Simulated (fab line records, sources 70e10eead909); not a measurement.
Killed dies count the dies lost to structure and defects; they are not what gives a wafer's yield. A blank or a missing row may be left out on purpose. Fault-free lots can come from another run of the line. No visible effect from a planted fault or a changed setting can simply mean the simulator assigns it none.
A struck lot beside a sound one    flow nandHarc    14 steps out of a route of 1302
Sound: wafers L502.4, L502.5, L502.6. The struck wafers were L509.3, L509.4, L509.5. The cause is given at the end.
Per side, at each step with rows, come the tool, then ch with its chambers, and then its first start. Under that, the readings that differ: sound wafers    struck wafers    difference of the means    sigmas: that difference in standard deviations of wafers without a fault.
alike: a reading whose means differ by less than 2 such deviations, as well as words and numbers matching on both sides. not compared: withheld readings; readings where some wafer has no value; bounds like >300 that might hide an equal value; numbers whose values overlap and for which the record gives no deviation.
Wherever a step has rows on one side only, a row that says differs or no value, or a row with sigmas, the two part there. When numbers do not overlap yet have no deviation, they are printed without sigmas and do not part them. Lack of a reading on every wafer of one side parts them only where that side has two or more wafers.

NHARC_A_BONDPAD_OVL_MEAS_35:
  sound on overlay-02 at day 23 01:15; struck on overlay-01 at day 26 03:08
  alike: overlayXNm, overlayYNm
then, 1 step without rows for these wafers: NHARC_A_BONDPAD_HARDBAKE_10 (time 65 s).
NHARC_A_BONDPAD_DESCUM_11: chemistry O2, time 3 s.
  sound on rieDiel-08 ch 0,1,3, day 23 01:23; struck on rieDiel-08 ch 0,1, day 26 03:16
  alike: drypumpMotorCurrentA, mfcArSccm, oesProductAu, rfVppV, showerheadPlenumPTorr, throttleValvePct
  not compared: rfHoursCounterH
NHARC_A_BONDPAD_ETCH_34: etches the open film in N2/H2, target depth 60 nm, overetch 18 nm, time 65.91 s.
  sound on rieDiel-08 ch 1,2,3, day 23 01:28; struck on rieDiel-08 ch 0,1,3, day 26 03:22
  alike: drypumpMotorCurrentA, mfcArSccm, oesProductAu, rfVppV, showerheadPlenumPTorr, throttleValvePct
  not compared: rfHoursCounterH
then, 1 step without rows for these wafers: NHARC_A_BONDPAD_ETCH_12 (etches the open film in CHF3/O2, target depth 220 nm, time 110 s).
NHARC_A_BONDPAD_CD_MEAS_13:
  sound on cdSem-01 at day 23 01:41; struck on cdSem-02 at day 26 03:35
  alike: cdNm
then, 1 step without rows for these wafers: NHARC_A_BONDPAD_STRIP_15 (strips in O2).
NHARC_A_BONDPAD_ETCH_24: etches the open film in CF4/N2, target depth 30 nm, time 72.99 s.
  sound: rieDiel-08 ch 1,2,3; struck: rieDiel-06 ch 0,2,3
  alike: drypumpMotorCurrentA, mfcArSccm, oesProductAu, rfVppV, showerheadPlenumPTorr, throttleValvePct
  not compared: rfHoursCounterH
then, 1 step without rows for these wafers: NHARC_A_BONDPAD_STRIP_16 (strips in post etch residue remover, time 600 s).
NHARC_A_BONDPAD_DEGAS_25: time 60 s.
  sound on pvdSputter-03 at day 23 02:19; struck on pvdSputter-03 at day 26 04:13
  alike: heaterPowerW
NHARC_A_BONDPAD_PRE_CLEAN_26: time 30 s.
  sound on pvdSputter-03; struck on pvdSputter-03
  alike: heaterPowerW
then, 1 step without rows for these wafers: NHARC_A_BONDPAD_PVD_17 (deposits TaN, target thk 5 nm, time 8.06 s).
NHARC_A_BONDPAD_PVD_27: deposits Cu, target thk 30 nm, time 20.49 s.
  sound on pvdSputter-03 at day 23 02:32; struck on pvdSputter-03 at day 26 04:26
  no value came back on the struck wafers for cathodeDcPowerW (W), chamberPressurePa (Pa), throttleValvePct (%); on the sound wafers cathodeDcPowerW (W) reads 5001.3 4999.2 5000.1
then, 1 step without rows for these wafers: NHARC_A_BONDPAD_ECD_18 (material Cu, target thk 400 nm).

## WHERE THEY PART
NHARC_A_BONDPAD_PVD_27 only, going by this record.

WHY: what had been put in by the simulator
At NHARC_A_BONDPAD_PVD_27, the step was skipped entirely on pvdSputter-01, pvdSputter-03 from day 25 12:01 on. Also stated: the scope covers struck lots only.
